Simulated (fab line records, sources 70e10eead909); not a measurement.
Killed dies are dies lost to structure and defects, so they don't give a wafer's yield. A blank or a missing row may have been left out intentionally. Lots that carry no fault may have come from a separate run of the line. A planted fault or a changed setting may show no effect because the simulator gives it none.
Which tool did it?	flow nand-harc	36 wafers from 12 lots sampled at 4 of the route's 1159 steps

WHAT THE GAUGES SHOWED, per wafer
The record holds no reading of a measuring or inspecting step that can be judged against a usual standard deviation.

WHAT TOOL EACH LOT RAN ON (gives the tool, then ch and the chambers of the sampled wafers, and finally the start)
lot	NHARC_P_M2_PVD_20	NHARC_P_M2_ANNEAL_31	NHARC_P_BONDPAD_ETCH_24	NHARC_P_BONDPAD_PVD_17
L117	pvd-sputter-03, day 7 02:31 or earlier	rtp-anneal-02 ch 0, day 7 02:31	rie-diel-01 ch 0,1,3, day 7 06:33 or earlier	pvd-sputter-02, day 7 06:33
L118	pvd-sputter-01, day 7 03:57 or earlier	rtp-anneal-02 ch 0, day 7 03:57	rie-diel-11 ch 0,2,3, day 7 07:55 or earlier	pvd-sputter-02, day 7 07:55
L120	pvd-sputter-01, day 7 04:41 or earlier	rtp-anneal-02 ch 0, day 7 04:41	rie-diel-11 ch 0,2,3, day 7 08:38 or earlier	pvd-sputter-01, day 7 08:38
L119	pvd-sputter-03, day 7 11:38 or earlier	rtp-anneal-02 ch 0, day 7 11:38	rie-diel-11 ch 1,2,3, day 7 15:20 or earlier	pvd-sputter-02, day 7 15:20
L122	pvd-sputter-01, day 8 01:41 or earlier	rtp-anneal-01 ch 0, day 8 01:41	rie-diel-11 ch 0,3, day 8 05:22 or earlier	pvd-sputter-01, day 8 05:22
L123	pvd-sputter-01, day 8 12:16 or earlier	rtp-anneal-01 ch 0, day 8 12:16	rie-diel-11 ch 0,1,3, day 8 16:09 or earlier	pvd-sputter-03, day 8 16:09
L124	pvd-sputter-01, day 8 18:14 or earlier	rtp-anneal-02 ch 0, day 8 18:14	rie-diel-01 ch 1,2,3, day 8 21:37	pvd-sputter-03, day 8 22:08
L129	pvd-sputter-01, day 10 07:01 or earlier	rtp-anneal-02 ch 0, day 10 07:01	rie-diel-11 ch 1,2,3, day 10 10:58 or earlier	pvd-sputter-03, day 10 10:58
L130	pvd-sputter-03, day 10 10:02 or earlier	rtp-anneal-01 ch 0, day 10 10:02	rie-diel-02 ch 0,3, day 10 13:59 or earlier	pvd-sputter-01, day 10 13:59
L131	pvd-sputter-02, day 10 13:50 or earlier	rtp-anneal-02 ch 0, day 10 13:50	rie-diel-11 ch 0,1,3, day 10 17:38 or earlier	pvd-sputter-03, day 10 17:38
L135	pvd-sputter-03, day 10 23:07 or earlier	rtp-anneal-02 ch 0, day 10 23:07	rie-diel-11 ch 1,3, day 11 03:04 or earlier	pvd-sputter-02, day 11 03:04
L138	pvd-sputter-02, day 12 02:02 or earlier	rtp-anneal-02 ch 0, day 12 02:02	rie-diel-01 ch 0,1,3, day 12 06:22 or earlier	pvd-sputter-02, day 12 06:22
- NHARC_P_M2_PVD_20: deposits TaN, target thk 5 nm, time 8.06 s.
- NHARC_P_M2_ANNEAL_31: time 90 s.
- NHARC_P_BONDPAD_ETCH_24: etches the open film in CF4/N2, target depth 30 nm, time 72.99 s.
- NHARC_P_BONDPAD_PVD_17: deposits TaN, target thk 5 nm, time 8.06 s.

WHAT THE TOOLS THEMSELVES READ (means of the sampled wafers that have a number; where no wafer has one, the mark that the record gives instead)
NHARC_P_M2_PVD_20. Usual: cathode-dc-power-W 15000 W, standard deviation 2.5; throttle-valve-pct 29.8 %, standard deviation 0.74.
lot	tool	cathode-dc-power-W (W)	throttle-valve-pct (%)	flag
L117	pvd-sputter-03	15000	30.1	
L118	pvd-sputter-01	15002	29.9	
L120	pvd-sputter-01	14998	29.9	
L119	pvd-sputter-03	15000	30.1	
L122	pvd-sputter-01	15001	29.9	
L123	pvd-sputter-01	15002	30.0	
L124	pvd-sputter-01	14998	30.5	
L129	pvd-sputter-01	15001	30.0	
L130	pvd-sputter-03	15001	29.9	
L131	pvd-sputter-02	15000	29.1	
L135	pvd-sputter-03	14998	29.8	
L138	pvd-sputter-02	15000	29.7	

NHARC_P_M2_ANNEAL_31. Usual: wafer_temp_C_max 225.9, standard deviation 0.31.
lot	tool	wafer_temp_C_max	flag
L117	rtp-anneal-02	225.9	
L118	rtp-anneal-02	225.7	
L120	rtp-anneal-02	225.9	
L119	rtp-anneal-02	225.6	
L122	rtp-anneal-01	225.8	
L123	rtp-anneal-01	226.3	
L124	rtp-anneal-02	225.9	
L129	rtp-anneal-02	225.7	
L130	rtp-anneal-01	225.9	
L131	rtp-anneal-02	225.8	
L135	rtp-anneal-02	225.7	
L138	rtp-anneal-02	225.8	

NHARC_P_BONDPAD_ETCH_24. Usual: drypump-motor-current-A 5.7 A, standard deviation 0.53; oes-product-au 0.998 a.u., standard deviation 0.013; rf-vpp-V 314.2 V, standard deviation 1.9; showerhead-plenum-p-Torr 2.62 Torr, standard deviation 0.11; throttle-valve-pct 19.795 %, standard deviation 0.0095.
lot	tool	drypump-motor-current-A (A)	oes-product-au (a.u.)	rf-vpp-V (V)	showerhead-plenum-p-Torr (Torr)	throttle-valve-pct (%)	flag
L117	rie-diel-01	5.8	1.004	315.8	2.69	19.791	
L118	rie-diel-11	5.4	0.997	312.9	2.58	19.794	
L120	rie-diel-11	5.4	0.989	312.9	2.58	19.798	
L119	rie-diel-11	5.6	0.994	313.5	2.58	19.791	
L122	rie-diel-11	5.3	1.006	312.8	2.54	19.806	
L123	rie-diel-11	5.8	1.007	314.3	2.62	19.790	
L124	rie-diel-01	5.6	1.010	316.0	2.68	19.791	
L129	rie-diel-11	5.6	0.993	313.4	2.58	19.794	
L130	rie-diel-02	6.0	0.989	312.4	2.49	19.794	
L131	rie-diel-11	5.7	0.995	314.4	2.62	19.793	
L135	rie-diel-11	5.5	1.002	312.2	2.53	19.788	
L138	rie-diel-01	5.8	1.002	315.8	2.67	19.796	

NHARC_P_BONDPAD_PVD_17. Usual: cathode-dc-power-W 15000 W, standard deviation 2.4; throttle-valve-pct 29.9 %, standard deviation 0.84.
lot	tool	cathode-dc-power-W (W)	throttle-valve-pct (%)	flag
L117	pvd-sputter-02	14999	30.1	
L118	pvd-sputter-02	15001	29.5	
L120	pvd-sputter-01	15001	29.4	
L119	pvd-sputter-02	14998	30.0	
L122	pvd-sputter-01	14999	29.9	
L123	pvd-sputter-03	15002	30.1	
L124	pvd-sputter-03	15000	29.9	
L129	pvd-sputter-03	16298	30.1	OFF
L130	pvd-sputter-01	15000	30.1	
L131	pvd-sputter-03	16299	30.2	OFF
L135	pvd-sputter-02	14999	30.6	
L138	pvd-sputter-02	15000	29.8	

THE ANSWER, worked out from the rows above alone
Rule: take the mean of a lot's wafers that have a number; if it is more than 3 standard deviations from the usual mean, the lot is off. Also off: a lot with no number at a reading for which 4 or more lots have one. Any other lot the step has rows for is counted as sound. After the gauges, taken in route order, come the tools' own readings; for these a lot's mean is taken, as printed above. At the first step where some lot is off, the reading lying furthest off is the one used; lots without a number count as furthest.
Off: L129, L131 (NHARC_P_BONDPAD_PVD_17, cathode-dc-power-W).
If a tool, at that step or one of the process steps before it, ran each lot that is off and ran no sound lot following the first of them, it fits. With no start given for some of its lots, NHARC_P_M2_PVD_20 uses the hours and lot order of NHARC_P_M2_ANNEAL_31. With no start given for some of its lots, NHARC_P_BONDPAD_ETCH_24 uses the hours and lot order of NHARC_P_BONDPAD_PVD_17. One candidate fits, namely pvd-sputter-03 at NHARC_P_BONDPAD_PVD_17. Its last sound lot is L124 (day 8 22:08), its first lot that is off L129 (day 10 10:58): a fault that began between those two fits.
On the lots that are off, the tool's own readings at NHARC_P_BONDPAD_PVD_17 differ by more than 5 times the standard deviation of the sound lots' means, which bears it out; cathode-dc-power-W reads 16298 W there versus 15000 W on the sound lots.

WHAT WAS PUT IN BY THE SIMULATOR
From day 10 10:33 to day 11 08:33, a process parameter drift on pvd-sputter-03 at NHARC_P_BONDPAD_PVD_17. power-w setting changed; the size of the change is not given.
Lots struck among those shown: L129, L131. The same result came from the rule above.
